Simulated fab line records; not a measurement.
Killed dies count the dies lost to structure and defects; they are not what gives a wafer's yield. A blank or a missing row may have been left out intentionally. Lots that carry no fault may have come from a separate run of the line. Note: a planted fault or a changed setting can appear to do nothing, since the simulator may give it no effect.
Which of the tools did it? | flow n5Finfet | 31 wafers sampled from 11 lots at 1 step of a route of 1938

== WHAT EACH GAUGE READ, for each wafer ==
N5_BEOL_M11_OVL_MEAS_12.
lot  | measured     | on         | M11_OVL (nm)
L818 | day 10 09:26 | overlay-02 | -0.3 0.1 -1.0
L821 | day 11 02:16 | overlay-01 | -0.3 -0.4 0.3
L822 | day 11 02:47 | overlay-02 | 0.2 0.7 1.2
L823 | day 11 10:03 | overlay-01 | -1.5 -2.7 -0.1
L824 | day 12 02:26 | overlay-02 | 0.7 0.4 0.6
L828 | day 12 19:16 | overlay-02 | 0.4 0.2
L833 | day 14 11:03 | overlay-01 | -0.1 1.5
L834 | day 14 15:56 | overlay-02 | -0.7 0.7 -0.1
L836 | day 15 04:38 | overlay-01 | 0.6 1.6 -0.2
L838 | day 15 12:59 | overlay-01 | 0.1 0.3 0.6
L840 | day 15 21:18 | overlay-01 | -0.8 -0.6 -0.2

== WHAT TOOL EACH LOT RAN ON (gives the tool, then ch and the chambers of the sampled wafers, and finally the start) ==
There is no process step in the record ahead of these readings.

== AS READ BY THE TOOLS THEMSELVES (means over the sampled wafers that have a number; for cases with no such wafer, the mark the record gives instead) ==
The record holds no such reading with a usual standard deviation.

== THE ANSWER, worked out from the rows above alone ==
Rule: the usual values come from the lots themselves. Put in order of their means at a reading, lots are off if they are a third of the lots or fewer, leave a main group of 4 or more, and stand apart from it by a gap of 3 or more times the standard deviation of the main group's means; of several such gaps the widest counts. A main group is skipped when, at the precision printed for the reading in the tables above, its means are all equal. A lot without any number at a reading at which 4 lots or more have one is off too. The other lots that the step has rows for count as sound. The gauges are gone through in route order, then the tools' own readings, and for those a lot's mean is taken as printed above. At the first step where some lot is off, the reading lying furthest off is the one used; lots without a number count as furthest.
Across all readings shown, no lot is off: no conclusion can be drawn from this.

== WHAT THE SIMULATOR PUT IN ==
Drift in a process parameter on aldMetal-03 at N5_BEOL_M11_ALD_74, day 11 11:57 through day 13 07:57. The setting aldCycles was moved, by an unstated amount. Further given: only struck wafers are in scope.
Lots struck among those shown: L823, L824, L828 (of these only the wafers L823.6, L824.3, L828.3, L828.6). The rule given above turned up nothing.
